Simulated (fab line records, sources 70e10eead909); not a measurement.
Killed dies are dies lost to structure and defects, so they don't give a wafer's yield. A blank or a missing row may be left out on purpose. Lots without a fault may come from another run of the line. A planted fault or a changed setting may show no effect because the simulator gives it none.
fab line records | flow nand_harc
record lots=6 wafers=18 last_day=34
route steps=1302 shown A_BLC@1117 A_M0@1137 END@1302
lots that met no fault: from a run of the same line without faults
start_h: hours from the record's first day to the start of the lot's first wafer shown | wait_h: hours since the lot's step before | " the same as in the row above | L1.1+2: a row that stands for several wafers | - no value, or no start given | * or withheld: withheld | < > ~ a bound
route shown NAME@n: a module of which the file shows steps, and the number in the route of the first | usual: mean/standard deviation of fault-free wafers | same: alike in all rows | chamber/n: place in a boat | sites: the reading at each site | _std_site: their standard deviation | _edge_site: outer sites' mean less inner sites' | radius_mm: how far each site lies from the wafer's centre | mask NAME#n: copy n | behind: the tool/chamber that last shaped the wafer | hold: why the lot was held/for how many hours/how that ended | device: the transistor (n, p or np) that didn't switch | end of line: the same wafers' tests at the end of the route | a step without rows: its recipe alone | killed: dies lost to structure and defects at the first sort, not the wafer's yield | map: a wafer's dies, x killed, . not, _ none there
set.NAME: the setting as run; set.NAME@STEP: as run at that earlier step | model.NAME: the simulator's own value behind a step, which no gauge read
lots at some steps of the route; a table a step, a row a wafer
services: from which hour (start_h, from the record's first day; less than 0 if before it) a tool's chamber was out of use, for how many hours, and why
## steps
# step NHARC_A_BLC_CD_MEAS_10
# recipe target_cd_nm=100 landing_energy_ev=500
# usual cd_nm=100.3/0.49
# columns lot.wafer tool chamber start_h wait_h cd_nm
L701.3 cd_sem-02 0 521.52 - 100.4
L701.5 " 0 " " 100.8
L701.6 " 0 " " 100.2
L702.3 cd_sem-01 0 527.57 - 100.1
L702.4 " 0 " " 100.8
L702.6 " 0 " " 100.0
L714.1 cd_sem-03 0 645.52 - 101.2
L714.2 " 0 " " 100.5
L714.3 " 0 " " 100.9
L715.1 cd_sem-02 0 647.88 - 99.9
L715.3 " 0 " " 99.9
L715.6 " 0 " " 100.0
L717.2 cd_sem-03 0 676.38 - 98.8
L717.5 " 0 " " 99.3
L717.6 " 0 " " 100.1
L724.2 cd_sem-02 0 764.53 - 100.3
L724.4 " 0 " " 100.8
L724.6 " 0 " " 100.3
# step NHARC_A_BLC_OVL_MEAS_11
# usual overlay_x_nm=-0.2/0.96 overlay_y_nm=0.1/0.84
# columns lot.wafer tool chamber start_h wait_h overlay_x_nm overlay_y_nm
L701.3 overlay-01 - 521.61 - -0.6 0.4
L701.5 " - " " -0.8 0.3
L701.6 " - " " -1.2 0.2
L702.3 overlay-01 - 527.66 - -0.2 0.4
L702.4 " - " " -0.1 -0.3
L702.6 " - " " 0.0 -0.2
L714.1 overlay-02 - 645.61 - -0.8 0.6
L714.2 " - " " -0.5 0.9
L714.3 " - " " -0.4 0.9
L715.1 overlay-02 - 647.97 - 0.5 0.0
L715.3 " - " " 1.0 0.1
L715.6 " - " " 0.7 0.0
L717.2 overlay-02 - 676.47 - -0.1 0.1
L717.5 " - " " 0.4 -0.7
L717.6 " - " " -0.4 0.3
L724.2 overlay-01 - 764.61 - 0.5 -0.6
L724.4 " - " " 0.6 -0.4
L724.6 " - " " 1.0 -0.1
# step NHARC_A_BLC_INSPECT_12
# usual raw_defect_count=81/28
# columns lot.wafer tool chamber start_h wait_h raw_defect_count
L701.3 defect_inspect-01 - 521.64 0.0 109
L701.5 " - " " 104
L701.6 " - " " 109
L702.3 defect_inspect-01 - 527.70 0.0 111
L702.4 " - " " 104
L702.6 " - " " 114
L714.1 defect_inspect-01 - 645.65 0.0 94
L714.2 " - " " 93
L714.3 " - " " 78
L715.1 defect_inspect-01 - 648.01 0.0 57
L715.3 " - " " 57
L715.6 " - " " 41
L717.2 defect_inspect-02 - 676.51 0.0 65
L717.5 " - " " 68
L717.6 " - " " 78
L724.2 defect_inspect-01 - 764.65 0.0 39
L724.4 " - " " 40
L724.6 " - " " 59
# step NHARC_A_BLC_DESCUM_15
# recipe time_s=3 o2_flow_sccm=200 ar_flow_sccm=0 bias_power_w=0 chemistry=O2
# step NHARC_A_BLC_ETCH_16
# recipe target_depth_a=390 over_etch_frac=0.3 time_s=65 ion_energy_ev=80 cf4_flow_sccm=150 ar_flow_sccm=0 rf_w=300 bias_w=100 chemistry=CF4
# step NHARC_A_BLC_ETCH_17
# recipe target_depth_a=3900 over_etch_frac=0.25 time_s=609.38 ion_energy_ev=200 n2_flow_sccm=150 h2_flow_sccm=150 ar_flow_sccm=0 rf_w=400 bias_w=150 chemistry=N2/H2
# step NHARC_A_BLC_ETCH_18
# recipe target_depth_a=9100 c4f8_flow_sccm=20 o2_flow_sccm=10 ar_flow_sccm=withheld rf_w=600 bias_w=1500 chemistry=C4F8/O2/Ar
# step NHARC_A_BLC_CD_MEAS_19
# usual cd_nm=99.9/2.1
# columns lot.wafer tool chamber start_h wait_h cd_nm
L701.3 cd_sem-02 - 522.67 - 102.2
L701.5 " - " " 100.6
L701.6 " - " " 98.1
L702.3 cd_sem-01 - 528.73 - 97.5
L702.4 " - " " 101.1
L702.6 " - " " 96.5
L714.1 cd_sem-03 - 646.86 - 98.2
L714.2 " - " " 100.2
L714.3 " - " " 101.3
L715.1 cd_sem-01 - 649.04 - 102.1
L715.3 " - " " 99.8
L715.6 " - " " 98.9
L717.2 cd_sem-02 - 677.54 - 100.8
L717.5 " - " " 98.7
L717.6 " - " " 102.2
L724.2 cd_sem-01 - 765.87 - 98.2
L724.4 " - " " 98.4
L724.6 " - " " 96.4
# step NHARC_A_BLC_STRIP_29
# recipe cf4_flow_sccm=150 ar_flow_sccm=0 bias_w=0 chemistry=CF4
# usual drypump_motor_current_A=5.7/0.47 oes_product_au=0.996/0.011 rf_vpp_V=59.4/0.84 showerhead_plenum_p_Torr=1.77/0.078 throttle_valve_pct=13.283/0.0087
# columns lot.wafer tool chamber start_h wait_h drypump_motor_current_A oes_product_au rf_hours_counter_h rf_vpp_V showerhead_plenum_p_Torr throttle_valve_pct
L701.3 rie_diel-11 2 522.74 0.1 5.9 0.990 5 58.1 1.81 13.274
L701.6 " 2 " " 5.9 0.997 - 60.2 1.81 13.286
L701.5 " 3 " " 5.4 0.990 - 59.2 1.86 13.286
L702.3 rie_diel-07 2 528.81 0.1 5.5 0.988 13 59.6 1.72 13.273
L702.4 " 2 " " 5.5 1.001 - 57.4 1.72 13.286
L702.6 " 3 " " 5.8 0.988 - 59.2 1.73 13.281
L714.1 rie_diel-11 1 646.94 0.1 6.7 0.981 2 58.6 1.74 13.280
L714.3 " 2 " " 5.9 1.006 2 59.2 1.81 13.292
L714.2 " 3 " " 5.4 1.008 2 59.5 1.85 13.291
L715.3 rie_diel-11 3 649.12 0.1 5.5 0.997 2 59.6 1.85 13.284
L715.1 " 0 " " 5.4 0.980 1 58.9 1.66 13.288
L715.6 " 3 " " 5.5 1.004 - 59.3 1.85 13.300
L717.2 rie_diel-11 3 677.63 0.1 5.5 1.000 4 59.4 1.85 13.279
L717.6 " 2 " " 5.9 1.004 - 59.6 1.81 13.288
L717.5 " 3 " " 5.4 0.999 - 60.5 1.85 13.264
L724.4 rie_diel-11 0 765.94 0.1 5.4 0.991 8 58.6 1.66 13.276
L724.2 " 2 " " 5.9 1.003 9 60.5 1.81 13.276
L724.6 " 0 " " 5.4 0.996 - 58.2 1.66 13.273
# step NHARC_A_BLC_STRIP_21
# recipe o2_flow_sccm=500 ar_flow_sccm=0 bias_w=0 chemistry=O2
# step NHARC_A_BLC_STRIP_22
# recipe time_s=600 temp_c=30 chemistry=post_etch_residue_remover
# step NHARC_A_BLC_DEGAS_30
# recipe temp_c=300 time_s=60
# step NHARC_A_BLC_PRE_CLEAN_31
# recipe time_s=15 bias_v=250 gas=Ar
# columns lot.wafer tool chamber start_h wait_h
L701.3+6+5 pvd_sputter-01 - 523.35 -
L702.4+3+6 pvd_sputter-01 - 529.43 -
L714.2+1+3 pvd_sputter-03 - 647.52 -
L715.3+1+6 pvd_sputter-03 - 649.70 -
L717.2+6+5 pvd_sputter-02 - 678.23 -
L724.4+2+6 pvd_sputter-02 - 766.54 -
# step NHARC_A_BLC_PVD_32
# recipe target_thk_a=50 chamber_pressure_pa=5 power_w=5000 substrate_temp_c=200 time_s=17.7 material=Ti
# usual throttle_valve_pct=29.8/0.82
# columns lot.wafer tool chamber start_h wait_h throttle_valve_pct
L701.3 pvd_sputter-01 - - - 29.4
L701.5 " - " " 30.1
L701.6 " - " " 30.9
L702.3 pvd_sputter-01 - - - 28.0
L702.4 " - " " 29.8
L702.6 " - " " 29.3
L714.1 pvd_sputter-03 - - - 30.0
L714.2 " - " " 28.7
L714.3 " - " " 29.8
L715.3 pvd_sputter-03 - - - 30.2
L715.1 " - " " 30.1
L715.6 " - " " 30.4
L717.2 pvd_sputter-02 - - - 28.6
L717.5 " - " " 30.2
L717.6 " - " " 29.7
L724.4 pvd_sputter-02 - - - 30.6
L724.2 " - " " 29.7
L724.6 " - " " 28.8
# step NHARC_A_BLC_ALD_23
# recipe target_thk_a=30 pulse_time_s=1 ald_cycles=150 temp_c=450 material=TiN
# usual heater_power_w=1109/130 precursor_pulse_height_rel=1.001/0.02
# same ald_cycles=150
# columns lot.wafer tool chamber start_h wait_h heater_power_w precursor_pulse_height_rel
L701.3 ald_metal-01 3 523.56 - 1129 1.010
L701.5 " 1 " " 1124 1.018
L701.6 " 2 " " 1020 1.010
L702.4 ald_metal-02 2 529.60 - 1292 1.005
L702.3 " 3 " " 1374 1.009
L702.6 " 2 " " 1292 0.995
L714.1 ald_metal-03 0 647.70 - 1119 0.981
L714.3 " 1 " " 964 1.014
L714.2 " 3 " " 961 0.977
L715.1 ald_metal-01 0 649.91 - 1219 0.997
L715.3 " 2 " " 999 1.030
L715.6 " 3 " " 1105 0.975
L717.2 ald_metal-01 0 678.38 - 1231 1.006
L717.5 " 0 " " 1222 0.992
L717.6 " 1 " " 1167 0.999
L724.4 ald_metal-01 3 766.71 - 1153 1.006
L724.2 " 1 " " 1121 0.976
L724.6 " 3 " " 1125 0.974
# step NHARC_A_BLC_CVD_24
# recipe target_thk_a=1500 temp_c=300 pressure_torr=40 wf6_flow_sccm=40 h2_flow_sccm=1600 ar_flow_sccm=1560 time_s=434 material=W
# step NHARC_A_BLC_CMP_25
# recipe t_overpolish_s=30 target_thk_nm=150
# step NHARC_A_BLC_SRD_27
# step NHARC_A_M0_DEP_00
# recipe target_thk_a=1500 target_thk_nm=150 temp_c=withheld pressure_torr=5 flow_sccm=200 rf_w=600 material=SiOC
# step NHARC_A_M0_DEHYDRATE_01
# recipe temp_c=150 time_s=120
# step NHARC_A_M0_HMDS_02
# recipe time_s=30
# step NHARC_A_M0_COAT_33
# recipe temp_c=200 time_s=65
# step NHARC_A_M0_COAT_03
# recipe spin_rpm=1500 resist_thk_nm=90
# step NHARC_A_M0_SOFTBAKE_04
# recipe temp_c=105 time_s=55
# step NHARC_A_M0_EBR_05
# step NHARC_A_M0_EXPOSE_06
# recipe na=1.35 target_cd_nm=80 dose_mj=83.25 mask_id=A_M0
# step NHARC_A_M0_PEB_07
# recipe peb_temp_c=100 peb_time_s=65
# step NHARC_A_M0_DEVELOP_08
# recipe develop_time_s=35 dev_temp_c=23
# step NHARC_A_M0_CD_MEAS_09
# recipe target_cd_nm=80 landing_energy_ev=500
# usual cd_nm=80.5/0.65
# columns lot.wafer tool chamber start_h wait_h cd_nm
L701.3 cd_sem-01 0 525.59 - 81.4
L701.5 " 0 " " 81.2
L701.6 " 0 " " 81.5
L702.3 cd_sem-03 0 531.64 - 80.6
L702.4 " 0 " " 80.7
L702.6 " 0 " " 80.3
L714.1 cd_sem-01 0 649.63 - 80.4
L714.2 " 0 " " 80.6
L714.3 " 0 " " 80.3
L715.1 cd_sem-03 0 652.13 - 81.0
L715.3 " 0 " " 81.7
L715.6 " 0 " " 82.2
L717.2 cd_sem-01 0 680.42 - 80.6
L717.5 " 0 " " 80.3
L717.6 " 0 " " 80.3
L724.2 cd_sem-02 0 768.74 - 80.6
L724.4 " 0 " " 79.8
L724.6 " 0 " " 80.4
# step NHARC_A_M0_OVL_MEAS_10
# recipe pitch_nm=160
# usual overlay_x_nm=0.1/0.84 overlay_y_nm=0.0/0.84
# columns lot.wafer tool chamber start_h wait_h overlay_x_nm overlay_y_nm
L701.3 overlay-01 - 525.67 - 0.2 -1.0
L701.5 " - " " -0.3 -0.1
L701.6 " - " " -0.1 -0.7
L702.3 overlay-02 - 531.73 - -0.8 -0.1
L702.4 " - " " -0.8 -0.7
L702.6 " - " " -0.5 -0.9
L714.1 overlay-01 - 649.71 - 1.3 -1.2
L714.2 " - " " 1.2 -1.3
L714.3 " - " " 0.8 -1.1
L715.1 overlay-02 - 652.22 - 0.8 0.1
L715.3 " - " " 1.1 -0.1
L715.6 " - " " 1.8 0.0
L717.2 overlay-02 - 680.50 - 0.6 0.7
L717.5 " - " " 0.5 0.4
L717.6 " - " " 1.3 0.1
L724.2 overlay-02 - 768.83 - 1.4 0.6
L724.4 " - " " 1.6 0.3
L724.6 " - " " 1.5 0.8
# step NHARC_A_M0_DESCUM_14
# recipe time_s=3 o2_flow_sccm=200 ar_flow_sccm=0 bias_power_w=0 chemistry=O2
# usual drypump_motor_current_A=5.5/0.51 oes_product_au=1.003/0.0097 rf_vpp_V=57.9/0.95 showerhead_plenum_p_Torr=1.92/0.083 throttle_valve_pct=11.310/0.0088
# columns lot.wafer tool chamber start_h wait_h drypump_motor_current_A oes_product_au rf_hours_counter_h rf_vpp_V showerhead_plenum_p_Torr throttle_valve_pct
L701.3 rie_diel-10 1 525.78 0.1 5.4 1.003 6.9 55.7 1.80 11.303
L701.5 " 0 " " 6.7 1.033 - 58.4 1.89 11.309
L701.6 " 1 " " 5.5 1.003 - 57.3 1.80 11.303
L702.3 rie_diel-09 2 531.82 0.1 5.3 1.020 0.8 57.6 2.01 11.309
L702.4 " 2 " " 5.3 1.014 - 57.2 2.01 11.308
L702.6 " 3 " " 4.9 1.008 - 57.9 1.99 11.313
L714.2 rie_diel-09 1 649.81 0.1 5.7 0.998 5.8 58.7 1.88 11.318
L714.3 " 2 " " 5.3 1.029 5.3 56.6 2.01 11.316
L714.1 " 0 " " 5.5 1.006 6.9 57.8 1.82 11.303
L715.3 rie_diel-08 1 652.32 0.1 6.2 1.002 5.8 57.5 1.93 11.317
L715.1 " 0 " " 5.0 0.999 5.9 56.8 1.85 11.300
L715.6 " 1 " " 6.2 1.009 - 58.5 1.93 11.322
L717.2 rie_diel-10 1 680.63 0.1 5.4 0.999 2.5 57.6 1.80 11.320
L717.5 " 2 " " 5.0 0.996 - 57.6 2.04 11.299
L717.6 " 3 " " 5.2 1.014 - 59.0 2.04 11.301
L724.4 rie_diel-09 3 768.92 0.1 4.9 0.994 4.3 58.2 1.99 11.311
L724.2 " 2 " " 5.3 1.014 4.6 57.6 2.01 11.327
L724.6 " 3 " " 4.9 0.991 - 58.8 1.99 11.310
# step NHARC_A_M0_ETCH_34
# recipe target_depth_a=400 overetch_a=120 time_s=43.94 ion_energy_ev=200 n2_flow_sccm=150 h2_flow_sccm=150 ar_flow_sccm=0 rf_w=400 bias_w=150 chemistry=N2/H2
# step NHARC_A_M0_ETCH_15
# recipe target_depth_a=1500 overetch_a=150 time_s=82.5 c4f8_flow_sccm=withheld ar_flow_sccm=400 rf_w=600 bias_w=300 chemistry=C4F8/Ar
# step NHARC_A_M0_CD_MEAS_16
# usual cd_nm=80.5/0.89
# columns lot.wafer tool chamber start_h wait_h cd_nm
L701.3 cd_sem-02 - 526.07 - 81.7
L701.5 " - " " 80.8
L701.6 " - " " 82.3
L702.3 cd_sem-03 - 532.17 - 81.4
L702.4 " - " " 82.0
L702.6 " - " " 79.4
L714.1 cd_sem-03 - 650.11 - 79.3
L714.2 " - " " 80.5
L714.3 " - " " 81.5
L715.1 cd_sem-02 - 652.66 - 80.7
L715.3 " - " " 82.0
L715.6 " - " " 82.3
L717.2 cd_sem-01 - 680.96 - 80.4
L717.5 " - " " 80.6
L717.6 " - " " 80.0
L724.2 cd_sem-03 - 769.22 - 81.1
L724.4 " - " " 80.7
L724.6 " - " " 80.5
# step NHARC_A_M0_STRIP_18
# recipe power_w=1000 n2_flow_sccm=150 h2_flow_sccm=150 ar_flow_sccm=0 bias_w=0 chemistry=N2/H2
# step NHARC_A_M0_STRIP_19
# recipe time_s=600 temp_c=30 chemistry=post_etch_residue_remover
# step NHARC_A_M0_DEGAS_28
# recipe temp_c=250 time_s=60
# usual heater_power_w=330/17
# columns lot.wafer tool chamber start_h wait_h heater_power_w
L701.3 pvd_sputter-02 - 526.69 - 337
L701.6 " - " " 307
L701.5 " - " " 333
L702.4 pvd_sputter-02 - 532.78 - 324
L702.3 " - " " 307
L702.6 " - " " 329
L714.2 pvd_sputter-02 - 650.74 - 336
L714.1 " - " " 322
L714.3 " - " " 318
L715.1 pvd_sputter-03 - 653.28 - 354
L715.3 " - " " 343
L715.6 " - " " 351
L717.2 pvd_sputter-02 - 681.57 - 339
L717.6 " - " " 325
L717.5 " - " " 324
L724.2 pvd_sputter-02 - 769.91 - 309
L724.4 " - " " 307
L724.6 " - " " 319
# step NHARC_A_M0_PRE_CLEAN_29
# recipe time_s=30 temp_c=280 gas=H2/He
# step NHARC_A_M0_PVD_20
# recipe target_thk_a=50 bias_v=168.6 power_w=15000 chamber_pressure_pa=0.12 time_s=8.06 substrate_temp_c=50 material=TaN
# step NHARC_END_SORT_01
# recipe temp_c=25
# usual killed_at_array=55/15 killed_at_other=1.0/1.2 killed_at_periphery=3.4/2.2 killed_dies=59/15 killed_open=3.2/2 killed_short=2.5/1.7
# same gross_dies=677
# columns lot.wafer tool chamber start_h wait_h killed_at_array killed_at_other killed_at_periphery killed_dies killed_open killed_short
L715.1 prober-01 0 688.49 2.5 143 0 4 147 1 1
L715.6 prober-01 0 692.46 4.0 129 0 4 133 1 2
L714.1 prober-02 0 688.61 2.5 66 0 2 68 3 7
L714.2 prober-02 0 689.41 2.8 148 2 4 154 6 2
L714.3 prober-02 0 690.22 3.1 57 2 1 60 4 0
L717.2 prober-02 0 722.28 5.1 43 3 4 50 4 1
# killed by level:class
L715.1 A_BLC:unspecified=96 A_CHANNEL_HOLE_D2:chamber_film_flake=23 A_CHANNEL_HOLE_D1:chamber_film_flake=9 A_STAIRCASE:chamber_film_flake=5 A_CONTACT:chamber_film_flake=4 A_WL_FILL:chamber_film_flake=2 P_M0:geometric_particle:open=1 A_CHANNEL_FILL_D1:geometric_particle:short=1
L714.1 A_SLIT:chamber_film_flake=25 A_CHANNEL_HOLE_D2:chamber_film_flake=11 A_WL_FILL:chamber_film_flake=6 A_CHANNEL_HOLE_D1:chamber_film_flake=4 A_CONTACT:chamber_film_flake=4 A_ONON_D2:geometric_particle:open=2 A_SGD_CUT:geometric_particle:short=2 P_ZERO_WELL:chamber_film_flake=2
L714.2 A_BLC:unspecified=93 A_SLIT:chamber_film_flake=23 A_CHANNEL_HOLE_D2:chamber_film_flake=15 A_STAIRCASE:chamber_film_flake=3 A_CHANNEL_HOLE_D1:chamber_film_flake=2 A_WL_FILL:chamber_film_flake=2 THIN_TSV:chamber_film_flake=2 P_STI:geometric_particle:open=1
L714.3 A_SLIT:chamber_film_flake=24 A_CHANNEL_HOLE_D2:chamber_film_flake=13 A_CHANNEL_HOLE_D1:chamber_film_flake=7 A_M1:chamber_film_flake=4 A_STAIRCASE:chamber_film_flake=2 A_WL_FILL:chamber_film_flake=2 THIN_TSV:chamber_film_flake=2 P_M1:geometric_particle:open=1
L715.6 A_BLC:unspecified=87 A_CHANNEL_HOLE_D2:chamber_film_flake=21 A_CHANNEL_HOLE_D1:chamber_film_flake=11 A_STAIRCASE:chamber_film_flake=3 A_CONTACT:chamber_film_flake=3 P_CONTACT:geometric_particle:open=1 P_M1:geometric_particle:short=1 A_CHANNEL_FILL_D2:geometric_particle:short=1
L717.2 A_SLIT:chamber_film_flake=28 A_CHANNEL_HOLE_D1:chamber_film_flake=6 P_CONTACT:chamber_film_flake=3 THIN_TSV:chamber_film_flake=3 A_CONTACT:chamber_film_flake=2 P_GATE:geometric_particle:open=1 A_CHANNEL_HOLE_D1:geometric_particle:open=1 A_DECK1_JOINT:geometric_particle:short=1
# map L714.2 (x killed, . not)
____________x____________
_________......._________
_______..........._______
______............x______
_____.......x......._____
____.................____
____.................____
___...................___
___..........x........___
__.....................__
__................x....__
_.x....................._
_.......x..............._
_....................x.._
_....x.................x_
_...x................x.._
....x.xxx....x...........
...xxxx......x.x.x....x..
...xxxxxxx...xx.xx.......
.xx.xxxxxx..xxxxxx.......
..xxxxxxxx.xxxxxx......x.
_.xxxxxxxxx.xxxxx......._
_..xxxxxxx.xxxxx........_
_xxxxxxxxxxxxxx.xx......_
_xxxxxxxxx.xx.xx...x...._
_.xxxxxxxx.x...x........_
__x.xxxxxxx............__
__x.xxxxx.............x__
___.x..xxx............___
___...xx..............___
____..x..............____
____.............x...____
_____..............._____
______.............______
_______..........._______
_________......._________
____________.____________
# map L715.1 (x killed, . not)
____________.____________
_________......._________
_______..........._______
______.............______
_____..............._____
____.................____
____.................____
___...................___
___..........x........___
__.....................__
__.....................__
_...................x..._
_...............x..x...._
_.............x...xx...._
_..............xx......._
_....x.........xx.x.x..._
.....x...x..x...x........
..xx.xx..x...x..xx.......
..xxxxxxx.....x........x.
..xxxxxxxxx..xxxx........
.x.xxxxxxxxx...x.........
_..xxxxxxxx..x.xx......x_
_.xxxxxxxxx...x.x....x.._
_.xxxxxxxxx.x.xxx....x.._
_xxxxxxxxx....x.x....x.._
_.xxxxxxxxx.x.........x._
__x.xxxxxx.x...........__
__.xxxxxx..............__
___.xxxxxx....x.......___
___..x.x..............___
____..............x..____
____...........x.....____
_____.x............._____
______.............______
_______..........._______
_________.....x._________
____________.____________
## services
# columns tool chamber start_h hours kind
ald_metal-01 0 522.09 15.0 repair
rie_diel-09 - 525.22 0.2 repair
ald_metal-01 - 526.00 10.0 pm
rie_diel-09 - 529.65 0.7 repair
rie_diel-09 2 545.26 13.2 repair
pvd_sputter-03 - 557.75 10.0 pm
pvd_sputter-01 - 582.02 10.0 pm
rie_diel-11 - 609.50 9.0 pm
ald_metal-01 3 611.52 5.0 repair
pvd_sputter-03 - 613.65 1.3 repair
rie_diel-11 0 629.64 7.3 repair
rie_diel-11 3 634.94 4.3 repair
pvd_sputter-02 - 638.01 10.0 pm
rie_diel-11 2 672.49 4.3 repair
rie_diel-09 - 674.10 9.0 pm
ald_metal-01 0 690.09 2.9 repair
ald_metal-01 - 704.00 10.0 pm
ald_metal-01 3 715.56 25.9 repair
rie_diel-09 1 717.98 3.8 repair
pvd_sputter-03 - 725.83 41.1 repair
rie_diel-09 1 727.74 8.5 repair
rie_diel-11 3 741.95 20.5 repair
pvd_sputter-01 - 760.02 10.0 pm
pvd_sputter-03 - 766.97 10.0 pm
## key
first_sign step=NHARC_END_SORT_01 reading=killed_dies direction=up sigmas=5.8 usual=59 struck=145
effect step=NHARC_END_SORT_01 reading=killed_at_array direction=up sigmas=5.7 usual=55 struck=140
more_kills_born_at NHARC_A_BLC_PRE_CLEAN_31@pvd_sputter-03=276
met_at NHARC_A_BLC_PRE_CLEAN_31
struck_wafers L714.2,L715.1,L715.6
tester_left_out L714,L715
fault kind=chamber_particle_source tool=pvd_sputter-03 chamber=- onset_h=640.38 steps=NHARC_A_BLC_PRE_CLEAN_31 rate_per_visit_cm2=1.1729 end_h=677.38 scope=struck_wafers_only
# tester_left_out: of these lots the tester's yield and bins aren't shown, on N5 and GAA mostly nor the transistor test; their killed dies are dies lost to structure and defects alone, not to doping, threshold or leakage, so they don't give the yield
